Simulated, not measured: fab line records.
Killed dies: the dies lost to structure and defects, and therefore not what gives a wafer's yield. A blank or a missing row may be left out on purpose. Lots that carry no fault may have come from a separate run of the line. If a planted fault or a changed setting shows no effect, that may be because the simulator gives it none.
fab line records	flow n5Finfet
record lots=9	wafers=27	lastDay=17
route steps=1938 shown BEOL_M0_SAQP@649 BEOL_M4@1111 PASSIVATION@1936
lots with no fault: from the same line, run without faults
startH: the number of hours between the record's first day and the start of the first shown wafer of the lot	waitH: hours from the lot's prior step to this one	" identical to the entry in the row above	L1.1+2: one row covering several wafers at once	- no value, or no start was given	* or withheld: withheld	< > ~ a bound
route shown NAME@n: names a module that has steps shown in the file, with the first one's number in the route	usual: mean/standard deviation taken from wafers without a fault	same: alike in all rows	chamber/n: place in a boat	sites: readings site by site	_std_site: the standard deviation of these	_edge_site: the outer-site mean with the inner-site mean subtracted	radiusMm: for every site, how far away it sits from the centre of the wafer	mask NAME#n: copy n	behind: tool/chamber where the wafer was last shaped	hold: why the lot was held/for how many hours/how that ended	device: names the non-switching transistor (n, p or np)	end of line: the same wafers' tests at the end of the route	a step without rows: its recipe alone	killed: dies that structure and defects cost at the first sort, which is not the same as the wafer's yield	map: dies across one wafer; x = killed, . = not, _ = none there
set.NAME: the setting that was run; set.NAME@STEP: the one run at that earlier step	model.NAME: the simulator's own value behind a step, which no gauge read
steps of the route over a sample of lots; a table a step, a row a wafer
services: when a tool's chamber went out of use (startH, in hours from the record's first day, below 0 if earlier), for how many hours, and the reason
## steps
# step N5_BEOL_M0_SAQP_CD_MEAS_14
# recipe targetCdNm=42.5	landingEnergyEv=500	detector=seInlens
# usual cdNm=42.42/0.26
lot.wafer	tool	chamber	startH	waitH	cdNm
L578.2	cdSem-02	0	126.26	-	42.62
L578.3	"	0	"	"	42.43
L578.5	"	0	"	"	42.32
L580.1	cdSem-03	0	134.02	-	42.86
L580.3	"	0	"	"	42.68
L580.6	"	0	"	"	42.78
L582.1	cdSem-02	0	151.82	-	42.49
L582.3	"	0	"	"	42.57
L582.5	"	0	"	"	42.41
L585.2	cdSem-03	0	164.92	-	42.38
L585.4	"	0	"	"	42.72
L585.6	"	0	"	"	42.44
L592.2	cdSem-02	0	204.89	-	42.23
L592.3	"	0	"	"	42.62
L592.4	"	0	"	"	42.26
L595.1	cdSem-03	0	223.26	-	42.49
L595.3	"	0	"	"	42.74
L595.4	"	0	"	"	42.17
L596.1	cdSem-03	0	231.41	-	42.29
L596.3	"	0	"	"	42.04
L596.4	"	0	"	"	42.57
L597.2	cdSem-02	0	235.03	-	42.51
L597.3	"	0	"	"	42.57
L597.4	"	0	"	"	42.20
L598.2	cdSem-01	0	239.91	-	42.79
L598.3	"	0	"	"	42.19
L598.4	"	0	"	"	42.62
# step N5_BEOL_M0_SAQP_MANDREL_ETCH_20
# recipe targetDepthA=600	chemistry=HBr/Cl2	target=a-Si	stopOn=SiNx	btTimeS=10	maskMaterial=SOC	overEtchFrac=0.5	timeS=30	pressureMtorr=10	icpW=800	biasW=75	HBr_flow_sccm=150	Cl2_flow_sccm=80	ends=endPoint
# usual biasW=75.01/0.22	drypumpMotorCurrentA=5.9/0.3	oesProductAu=0.770/0.014	rfFwdPowerW=795.4/2.5	throttleValvePct=35.3/0.31
lot.wafer	tool	chamber	startH	waitH	biasW	drypumpMotorCurrentA	oesProductAu	rfFwdPowerW	rfHoursCounterH	throttleValvePct
L578.2	rieSi-01	2	126.86	0.0	74.92	6.3	0.791	796.3	156	35.2
L578.3	"	3	"	"	75.01	6.4	0.750	795.0	124	35.7
L578.5	"	3	"	"	74.84	6.3	0.752	799.2	-	35.7
L580.1	rieSi-01	1	134.39	0.0	75.06	5.7	0.764	796.0	52	35.2
L580.3	"	3	"	"	74.52	6.3	0.746	793.4	124	35.7
L580.6	"	2	"	"	75.43	6.3	0.798	792.2	-	35.2
L582.1	rieSi-01	2	152.19	0.0	74.93	6.3	0.785	800.6	157	35.1
L582.3	"	1	"	"	96.21	5.7	0.768	794.2	52	35.2
L582.5	"	2	"	"	75.27	6.3	0.807	796.7	-	35.1
L585.2	rieSi-01	1	165.35	0.0	96.49	5.7	0.773	793.8	52	35.2
L585.4	"	0	"	"	75.29	5.8	0.786	796.9	5	35.6
L585.6	"	0	"	"	75.05	5.8	0.775	799.9	-	35.6
L592.2	rieSi-02	1	205.25	0.0	75.14	6.2	0.763	798.3	9	35.2
L592.3	"	3	"	"	75.55	5.7	0.763	792.4	0	35.3
L592.4	"	2	"	"	75.19	5.3	0.760	795.9	-	35.7
L595.1	rieSi-02	1	223.62	0.0	74.73	6.3	0.763	795.3	9	35.2
L595.3	"	3	"	"	75.15	5.7	0.763	796.3	1	35.3
L595.4	"	1	"	"	75.17	6.2	0.771	794.3	-	35.1
L596.1	rieSi-01	0	231.77	0.0	74.86	5.8	0.759	791.4	6	35.6
L596.3	"	3	"	"	75.48	6.3	0.741	795.3	126	35.7
L596.4	"	1	"	"	75.17	5.7	0.764	792.7	53	35.2
L597.2	rieSi-01	0	235.75	0.0	75.07	5.8	0.750	795.5	6	35.6
L597.3	"	3	"	"	75.11	6.4	0.750	795.3	126	35.7
L597.4	"	2	"	"	75.11	6.3	0.792	793.2	158	35.2
L598.2	rieSi-05	2	240.27	0.0	74.99	6.1	0.758	795.3	19	34.9
L598.3	"	3	"	"	74.48	5.5	0.778	799.1	167	35.2
L598.4	"	1	"	"	74.93	5.8	0.795	798.5	152	35.1
# step N5_BEOL_M0_SAQP_SPACER1_ALD_98
# recipe material=SiO2	targetThkA=128	tempC=300	aldPrecursorFamily=BDEAS	aldCoReactant=O2-plasma	pulseTimeS=1	purgeTimeS=2	coReactantPurgeTimeS=2	aldCycles=138	pressureTorr=2
# usual heaterPowerW=465/46	precursorPulseHeightRel=1.002/0.021
lot.wafer	tool	chamber	startH	waitH	heaterPowerW	precursorPulseHeightRel
L578.2	aldSin-01	2	127.47	0.3	418	0.998
L578.3	"	3	"	"	484	0.967
L578.5	"	0	"	"	470	1.042
L580.1	aldSin-01	2	135.00	0.3	410	0.985
L580.3	"	1	"	"	475	1.019
L580.6	"	2	"	"	417	0.999
L582.1	aldSin-03	0	153.28	0.7	488	0.989
L582.3	"	3	"	"	375	1.031
L582.5	"	3	"	"	369	0.982
L585.2	aldSin-01	2	165.96	0.3	417	1.012
L585.4	"	0	"	"	465	1.007
L585.6	"	3	"	"	479	1.004
L592.2	aldSin-03	0	205.91	0.3	495	0.974
L592.3	"	2	"	"	435	1.021
L592.4	"	1	"	"	548	1.003
L595.1	aldSin-01	3	224.24	0.3	481	1.014
L595.3	"	1	"	"	486	0.997
L595.4	"	0	"	"	466	1.008
L596.1	aldSin-02	1	232.39	0.3	475	1.014
L596.3	"	3	"	"	450	0.999
L596.4	"	2	"	"	459	1.005
L597.2	aldSin-02	2	236.37	0.3	455	1.018
L597.3	"	3	"	"	460	0.994
L597.4	"	1	"	"	489	1.000
L598.2	aldSin-03	1	240.89	0.3	553	1.028
L598.3	"	3	"	"	377	0.994
L598.4	"	0	"	"	491	1.029
# step N5_BEOL_M0_SAQP_MANDREL1_REMOVE_100
# recipe chemistry=HBr/Cl2/O2	btTimeS=10	target=a-Si	stopOn=SiNx	endpoint=OES-SiCl	overEtchFrac=0.85	icpW=600	biasW=30	HBr_flow_sccm=150	Cl2_flow_sccm=80	O2_flow_sccm=5	pressureMtorr=10
# usual drypumpMotorCurrentA=5.9/0.32	oesProductAu=0.994/0.015	rfFwdPowerW=596.6/1.8	throttleValvePct=36.6/0.3
lot.wafer	tool	chamber	startH	waitH	drypumpMotorCurrentA	oesProductAu	rfFwdPowerW	rfHoursCounterH	throttleValvePct
L578.2	rieSi-02	2	128.03	0.1	5.4	0.993	597.8	82	37.0
L578.3	"	3	"	"	5.7	0.986	595.6	191	36.6
L578.5	"	0	"	"	5.9	0.998	595.1	-	36.4
L580.1	rieSi-02	3	135.60	0.1	5.7	0.984	596.0	191	36.6
L580.3	"	1	"	"	6.3	1.006	596.3	8	36.4
L580.6	"	2	"	"	5.3	0.989	596.8	-	37.0
L582.1	rieSi-01	0	153.85	0.1	5.8	1.001	594.6	4	36.9
L582.3	"	1	"	"	5.7	1.011	596.3	52	36.5
L582.5	"	3	"	"	6.3	0.986	597.5	-	37.0
L585.2	rieSi-05	1	166.55	0.1	5.9	1.025	597.8	151	36.3
L585.4	"	2	"	"	6.2	0.988	595.0	17	36.1
L585.6	"	0	"	"	6.0	0.959	592.5	-	36.9
L592.2	rieSi-05	1	206.51	0.1	5.9	1.030	594.9	152	36.3
L592.3	"	0	"	"	6.0	0.967	596.1	160	36.9
L592.4	"	2	"	"	6.2	0.990	599.5	18	36.1
L595.1	rieSi-05	2	224.80	0.1	6.2	0.998	597.0	19	36.1
L595.3	"	0	"	"	6.0	0.974	589.3	160	36.9
L595.4	"	3	"	"	5.6	1.007	597.9	167	36.4
L596.1	rieSi-05	3	232.95	0.1	5.5	0.994	598.4	167	36.4
L596.3	"	1	"	"	5.8	1.001	597.7	152	36.3
L596.4	"	2	"	"	6.2	0.979	596.4	19	36.1
L597.2	rieSi-05	3	237.00	0.1	5.5	0.996	597.0	167	36.4
L597.3	"	1	"	"	5.9	1.018	596.7	152	36.3
L597.4	"	2	"	"	6.2	0.997	597.2	19	36.1
L598.2	rieSi-05	0	241.45	0.1	6.0	0.966	593.6	160	36.9
L598.3	"	3	"	"	5.6	1.008	597.2	167	36.4
L598.4	"	1	"	"	5.9	1.029	597.3	153	36.4
# step N5_BEOL_M4_RC_MEAS_101
# usual DIBL_N=35.8/1.5	DIBL_P=35.8/1.7	IOFF_N=0.151/0.022	IOFF_P=0.204/0.027	ION_N=673/8.6	ION_P=462/5.4	SS_N=71.4/0.54	SS_P=73.3/0.56	VT_N=250.5/2.6	VT_P=-251/3.1
lot.wafer	tool	chamber	startH	waitH	DIBL_N[mV/V]	DIBL_P[mV/V]	IOFF_N[nA/um]	IOFF_P[nA/um]	ION_N[uA/um]	ION_P[uA/um]	SS_N[mV/dec]	SS_P[mV/dec]	VT_N[mV]	VT_P[mV]
L578.2	prober-02	0	200.02	0.2	36.6	38.6	0.191	0.231	677	460	72.1	73.5	248.0	-251
L578.3	"	0	"	"	37.6	39.3	0.206	0.252	685	470	72.5	74.6	244.0	-247
L578.5	"	0	"	"	36.5	38.5	0.187	0.234	674	464	72.7	74.6	248.2	-247
L580.1	prober-01	0	201.71	0.0	35.7	35.7	0.134	0.195	666	460	70.8	73.8	251.8	-251
L580.3	"	0	"	"	37.4	38.1	0.174	0.230	678	464	72.0	73.9	247.8	-248
L580.6	"	0	"	"	36.9	38.1	0.166	0.226	674	465	71.2	73.9	247.5	-248
L582.1	prober-01	0	213.03	0.0	35.9	35.1	0.147	0.208	672	461	71.2	73.5	249.1	-250
L582.3	"	0	"	"	37.2	35.1	0.158	0.207	672	460	72.3	73.6	249.3	-251
L582.5	"	0	"	"	34.3	32.0	0.118	0.164	659	457	71.1	72.1	252.1	-254
L585.2	prober-01	0	231.41	0.2	36.2	36.6	0.162	0.206	677	460	72.1	73.0	248.5	-249
L585.4	"	0	"	"	35.1	35.4	0.136	0.191	669	462	72.1	72.4	253.7	-251
L585.6	"	0	"	"	36.1	35.4	0.149	0.187	672	457	71.4	73.0	251.0	-253
L592.2	prober-02	0	268.90	0.2	35.3	35.3	0.163	0.191	676	464	70.1	73.3	248.6	-249
L592.3	"	0	"	"	35.0	34.6	0.152	0.175	676	460	71.7	72.3	249.7	-254
L592.4	"	0	"	"	35.6	35.6	0.161	0.190	665	454	72.0	72.9	249.3	-252
L595.1	prober-01	0	293.58	0.0	35.5	35.9	0.154	0.236	683	470	71.2	73.3	249.0	-248
L595.3	"	0	"	"	34.6	34.2	0.140	0.209	671	460	71.5	73.4	249.2	-248
L595.4	"	0	"	"	34.8	34.8	0.146	0.215	678	466	71.4	73.5	249.4	-249
L596.1	prober-02	0	296.62	0.0	37.3	36.4	0.142	0.227	665	462	72.2	74.1	252.5	-248
L596.3	"	0	"	"	37.9	36.9	0.149	0.240	675	470	71.3	73.2	251.5	-247
L596.4	"	0	"	"	36.8	36.5	0.144	0.223	667	467	71.2	73.3	251.5	-249
L597.2	prober-01	0	297.00	0.2	35.9	36.2	0.163	0.224	680	471	71.2	73.9	248.4	-248
L597.3	"	0	"	"	35.7	37.0	0.162	0.232	677	472	71.3	74.4	247.8	-249
L597.4	"	0	"	"	35.5	36.0	0.160	0.228	685	468	70.9	73.7	250.4	-251
L598.2	prober-02	0	304.03	0.2	35.6	34.9	0.128	0.158	664	450	71.2	72.5	251.8	-256
L598.3	"	0	"	"	36.6	36.5	0.145	0.184	664	461	71.8	72.6	250.5	-252
L598.4	"	0	"	"	36.2	35.5	0.137	0.164	670	460	70.7	73.4	250.4	-254
# step N5_PASSIVATION_PROBE_49
# usual defectLimitedYield=91.3/1.4	killed_at_M0_to_M3=33/10	killed_at_M4_up=15/6.1	killedAtContacts=12/6.7	killedAtFrontEnd=39/11	killedAtOther=4/3.3	killedDies=103/16	killedOpen=68/12	killedShort=34/7.2	sort_bin_5_function=5.1/0.88	sort_bin_6_memory=3.3/0.67	sortNPass=1077/16	sortYieldPct=91.3/1.4
# same grossDies=1180	killedAtBackSide=0	sort_bin_4_leakage[%]=0	sort_bin_8_speed[%]=0
lot.wafer	tool	chamber	startH	waitH	defectLimitedYield[%]	killed_at_M0_to_M3	killed_at_M4_up	killedAtContacts	killedAtFrontEnd	killedAtOther	killedDies	killedOpen	killedShort	sort_bin_5_function[%]	sort_bin_6_memory[%]	sortNPass	sortYieldPct[%]
L582.1	prober-02	-	315.41	0.0	89.2	33	30	9	52	3	127	80	46	5.8	4.5	1053	89.2
L582.3	prober-02	-	315.51	0.1	90.7	34	28	2	43	3	110	73	36	5.6	3.4	1070	90.7
L582.5	prober-02	-	315.61	0.2	93.5	14	16	9	38	0	77	47	27	3.7	2.6	1103	93.5
L592.2	prober-02	-	380.50	0.1	92.1	33	9	6	43	2	93	61	32	4.0	3.4	1087	92.1
L592.3	prober-02	-	380.55	0.1	91.9	37	12	9	37	0	95	64	31	4.7	3.1	1085	91.9
L592.4	prober-02	-	380.60	0.2	92.3	44	7	4	35	1	91	66	25	4.2	3.1	1089	92.3
L597.2	prober-01	-	401.23	0.1	92.5	11	19	11	44	3	88	55	29	5.2	2.0	1092	92.5
L597.3	prober-01	-	401.28	0.1	88.3	38	23	16	53	8	138	96	41	6.1	5.1	1042	88.3
L597.4	prober-01	-	401.33	0.2	89.6	33	18	14	56	2	123	76	38	4.9	4.6	1057	89.6
# killed by level:class
L582.1 STI_FIN_REVEAL:geometricParticle:open=18 BEOL_M4:geometricParticle:open=14 ILD0:geometricParticle:short=9 FIN_SAQP:geometricParticle:short=8 BEOL_M0_SAQP:geometricParticle:open=8 BEOL_M1:geometricParticle:open=7 MOL_CONTACT_COAG:geometricParticle:open=6 STI_FIN_REVEAL:geometricParticle:short=5
L582.3 BEOL_M4:geometricParticle:open=18 FIN_SAQP:geometricParticle:short=10 BEOL_M3:geometricParticle:open=9 STI_FIN_REVEAL:geometricParticle:open=8 ILD0:geometricParticle:short=6 BEOL_M1:geometricParticle:open=6 BEOL_M0_SAQP:geometricParticle:open=5 BEOL_M4:geometricParticle:short=5
L582.5 STI_FIN_REVEAL:geometricParticle:open=9 MOL_CONTACT_COAG:geometricParticle:open=9 FIN_SAQP:geometricParticle:short=5 BEOL_M4:geometricParticle:open=5 DUMMY_GATE:geometricParticle:open=4 GATE_CUT:geometricParticle:short=4 BEOL_M4:geometricParticle:short=4 ILD0:geometricParticle:short=3
L592.2 BEOL_M0_SAQP:geometricParticle:open=12 STI_FIN_REVEAL:geometricParticle:open=10 BEOL_M2:geometricParticle:open=9 BEOL_M0_SAQP:geometricParticle:short=7 FIN_SAQP:geometricParticle:short=6 STI_FIN_REVEAL:geometricParticle:short=6 MOL_CONTACT_COAG:geometricParticle:open=6 GATE_CUT:geometricParticle:short=5
L592.3 BEOL_M0_SAQP:geometricParticle:short=11 BEOL_M0_SAQP:geometricParticle:open=10 STI_FIN_REVEAL:geometricParticle:open=8 MOL_CONTACT_COAG:geometricParticle:open=8 BEOL_M2:geometricParticle:open=8 FIN_SAQP:geometricParticle:short=7 BEOL_M8:geometricParticle:open=5 FIN_SAQP:geometricParticle:open=4
L592.4 STI_FIN_REVEAL:geometricParticle:open=16 BEOL_M0_SAQP:geometricParticle:open=15 BEOL_M0_SAQP:geometricParticle:short=12 BEOL_M2:geometricParticle:open=7 FIN_SAQP:geometricParticle:open=6 BEOL_M4:geometricParticle:open=4 DUMMY_GATE:geometricParticle:open=3 BEOL_M3:geometricParticle:open=3
L597.2 FIN_SAQP:geometricParticle:open=14 BEOL_M4:geometricParticle:open=13 FIN_SAQP:geometricParticle:short=8 MOL_CONTACT_COAG:geometricParticle:open=7 STARTING-WAFER:geometricParticle:open=5 STI_FIN_REVEAL:geometricParticle:open=4 MOL_CONTACT_COAG:geometricParticle:short=4 STARTING-WAFER:geometricParticle:short=4
L597.3 FIN_SAQP:geometricParticle:open=13 MOL_CONTACT_COAG:geometricParticle:open=9 FIN_SAQP:geometricParticle:short=8 BEOL_M2:geometricParticle:open=8 BEOL_M1:geometricParticle:open=8 STI_FIN_REVEAL:geometricParticle:open=7 MOL_CONTACT_COAG:geometricParticle:short=7 BEOL_M0_SAQP:geometricParticle:open=7
L597.4 FIN_SAQP:geometricParticle:open=19 BEOL_M0_SAQP:geometricParticle:short=11 FIN_SAQP:geometricParticle:short=10 MOL_CONTACT_COAG:geometricParticle:open=10 BEOL_M0_SAQP:geometricParticle:open=10 BEOL_M4:geometricParticle:open=10 HKMG_FIN:areaEtch=8 BEOL_M3:geometricParticle:open=6
## services
tool	chamber	startH	hours	kind
aldSin-03	1	106.27	6.0	repair
aldSin-02	0	109.12	-	clean
aldSin-02	1	109.12	-	clean
aldSin-02	2	109.12	-	clean
aldSin-02	3	109.12	-	clean
aldSin-02	-	111.00	0.6	repair
aldSin-02	-	120.21	6.1	pm
aldSin-03	-	132.20	2.8	pm
rieSi-02	3	171.17	-	clean
rieSi-02	3	171.17	19.8	scheduledDown
rieSi-02	3	171.17	19.8	ventCycle
rieSi-05	1	175.41	2.0	repair
aldSin-02	0	179.37	81.3	repair
aldSin-02	-	188.21	0.7	repair
aldSin-01	3	192.74	-	calibration
rieSi-05	3	193.80	12.5	repair
rieSi-02	0	204.42	-	clean
rieSi-02	0	204.42	20.9	scheduledDown
rieSi-02	0	204.42	20.9	ventCycle
rieSi-05	-	209.80	2.8	pm
aldSin-02	-	216.19	3.0	repair
aldSin-01	0	240.41	8.6	repair
## key
firstSign step=N5_BEOL_M0_SAQP_MANDREL_ETCH_20	reading=biasW	direction=up	sigmas=96	usual=*	struck=*
effect none on later readings
metAt N5_BEOL_M0_SAQP_MANDREL_ETCH_20
struckLots L582,L585
struckWafers L582.3,L585.2
notActingAt N5_BEOL_M0_SAQP_CD_MEAS_14,N5_BEOL_M0_SAQP_SPACER1_ALD_98,N5_BEOL_M0_SAQP_MANDREL1_REMOVE_100
onsetBetween 134.39 152.19
fault kind=processParameterDrift	tool=rieSi-01	chamber=1	onsetH=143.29	steps=N5_BEOL_M0_SAQP_MANDREL_ETCH_20	channel=biasW	offset=*	shape=step	endH=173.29	actsIn=*	stated=*
